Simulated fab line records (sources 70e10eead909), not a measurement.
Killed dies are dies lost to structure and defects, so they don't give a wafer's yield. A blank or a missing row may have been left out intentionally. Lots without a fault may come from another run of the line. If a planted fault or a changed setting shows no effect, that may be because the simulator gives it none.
Chamber matching | flow nand harc | NHARC_A_CONTACT_DESCUM_74 on rie diel-06 has 4 sister chambers
The step chemistry O2, time 3 s. 4 wafers are shown with their chamber, then 11 later ones without.

== WAFERS PAIRED WITH THEIR CHAMBERS ==
wafer  | chamber | drypump motor current A (A)
L084.4 | 2       | 5.0
L085.6 | 1       | 5.5
L088.5 | 3       | 6.5
L087.3 | 0       | 5.6

== WAFERS WITH NO CHAMBER GIVEN ==
wafer  | drypump motor current A (A)
L087.5 | 5.4
L087.6 | 5.0
L091.2 | 5.6
L091.4 | 6.5
L091.5 | 5.5
L090.2 | 5.5
L090.3 | 5.0
L090.6 | 5.5
L096.2 | 5.5
L096.3 | 6.5
L096.5 | 5.7

== WHICH CHAMBER EACH WENT THROUGH ==
wafer  | from the rows above | in truth
L087.5 | 1                   | 1
L087.6 | 2                   | 2
L091.2 | 0                   | 0
L091.4 | 3                   | 3
L091.5 | 1                   | 1
L090.2 | 1                   | 1
L090.3 | 2                   | 2
L090.6 | 1                   | 1
L096.2 | 1                   | 1
L096.3 | 3                   | 3
L096.5 | 0                   | 0
Placed correctly: 11 of 11. Not placeable from these rows: 0. Wrongly placed: 0.
How it was worked out, from the rows above alone: a wafer's distance from a chamber is the root of the sum, over the readings, of the square of ((its reading less the chamber's mean) divided by the reading's scatter). The wafer belongs to the nearest chamber; if the next one is less than 2 further off, it can't be placed. Each chamber's mean is taken over the wafers shown for it. The scatter (one wafer shown for each chamber): square how far every hidden wafer sits from the nearest shown wafer, average those squares and take the square root.
